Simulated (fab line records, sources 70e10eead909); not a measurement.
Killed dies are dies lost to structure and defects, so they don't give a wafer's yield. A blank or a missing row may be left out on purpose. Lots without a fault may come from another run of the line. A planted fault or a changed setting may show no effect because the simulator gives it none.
Chamber matching | flow nand_harc | NHARC_A_M1_DESCUM_14 on rie_diel-09: 4 sister chambers
The step chemistry O2, time 3 s. 8 wafers are shown with their chamber, then 7 later ones without.

WAFERS WITH THEIR CHAMBER
wafer  | chamber | showerhead_plenum_p_Torr (Torr) | oes_product_au (a.u.)
L469.6 | 0       | 1.84                            | 1.004
L472.2 | 0       | 1.84                            | 0.993
L475.4 | 1       | 1.95                            | 1.015
L478.3 | 3       | 1.97                            | 1.007
L478.5 | 1       | 1.94                            | 1.012
L478.6 | 2       | 1.82                            | 0.996
L480.1 | 2       | 1.82                            | 1.001
L480.2 | 3       | 1.97                            | 1.009

WAFERS WITHOUT THEIR CHAMBER
wafer  | showerhead_plenum_p_Torr (Torr) | oes_product_au (a.u.)
L480.4 | 1.84                            | 0.999
L490.2 | 1.97                            | 1.000
L490.5 | 1.94                            | 0.994
L490.6 | 1.82                            | 0.989
L491.1 | 1.94                            | 0.995
L491.3 | 1.83                            | 0.986
L491.5 | 1.82                            | 0.997

WHICH CHAMBER EACH WENT THROUGH
wafer  | from the rows above     | in truth
L480.4 | 0                       | 0
L490.2 | 3                       | 3
L490.5 | 1                       | 1
L490.6 | 2                       | 2
L491.1 | 1                       | 1
L491.3 | can't be placed: 0 or 2 | 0
L491.5 | 2                       | 2
Placed correctly: 6 of 7. Can't be placed from these rows: 1 (the true chamber is among the candidates in 1). Placed wrongly: 0.
How it was worked out, from the rows above alone: a wafer's distance from a chamber is the root of the sum, over the readings, of the square of ((its reading less the chamber's mean) divided by the reading's scatter). The wafer belongs to the nearest chamber; if the next one is less than 2 further off, it can't be placed. A chamber's mean is the mean of its shown wafers. The scatter: the root of (the sum of the squares of (reading less its chamber's mean) over the shown wafers, divided by (wafers less chambers)).
